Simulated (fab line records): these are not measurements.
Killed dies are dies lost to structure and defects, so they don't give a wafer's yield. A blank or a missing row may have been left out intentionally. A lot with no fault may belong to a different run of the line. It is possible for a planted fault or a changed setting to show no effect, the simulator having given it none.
The tool behind it: which one? || flow nand-harc || 6 lots, 18 wafers sampled, at 1 step of a route of 1302

## WHAT EACH GAUGE READ, for each wafer
NHARC_P_M0_THK_MEAS_24: measures by xrf.
{"lot": "L409", "measured": "day 6 08:53", "on": "film-metro-02", "thk-nm (nm)": "118.2 120.5 119.0"}
{"lot": "L413", "measured": "day 8 06:07", "on": "film-metro-02", "thk-nm (nm)": "119.0 117.3 118.9"}
{"lot": "L414", "measured": "day 9 00:35", "on": "film-metro-01", "thk-nm (nm)": "119.0 118.7 118.0"}
{"lot": "L417", "measured": "day 10 06:40", "on": "film-metro-02", "thk-nm (nm)": "115.7 117.8 115.4"}
{"lot": "L422", "measured": "day 12 03:52", "on": "film-metro-01", "thk-nm (nm)": "118.7 115.1 114.1"}
{"lot": "L430", "measured": "day 15 19:37", "on": "film-metro-02", "thk-nm (nm)": "115.7 117.9 116.7"}

## WHICH TOOL RAN EACH LOT (tool, then ch and the chambers of the sampled wafers, then the start)
There is no process step in the record ahead of these readings.

## THE ANSWER, worked out from the rows above alone
Rule: the lots themselves supply what counts as usual. The widest of any qualifying gaps counts: lots, ordered by their means at a reading, are off when they make up no more than a third of the lots, leave a main group of 4 or more, and stand apart from it by 3 or more times the standard deviation of that group's means. A main group is skipped when, at the precision printed for the reading in the tables above, its means are all equal. A lot without any number at a reading at which 4 lots or more have one is off too. All remaining lots with rows at the step are treated as sound.
No lot is off on any of the readings shown, so nothing can be concluded from this.

## WHAT WAS PUT IN BY THE SIMULATOR
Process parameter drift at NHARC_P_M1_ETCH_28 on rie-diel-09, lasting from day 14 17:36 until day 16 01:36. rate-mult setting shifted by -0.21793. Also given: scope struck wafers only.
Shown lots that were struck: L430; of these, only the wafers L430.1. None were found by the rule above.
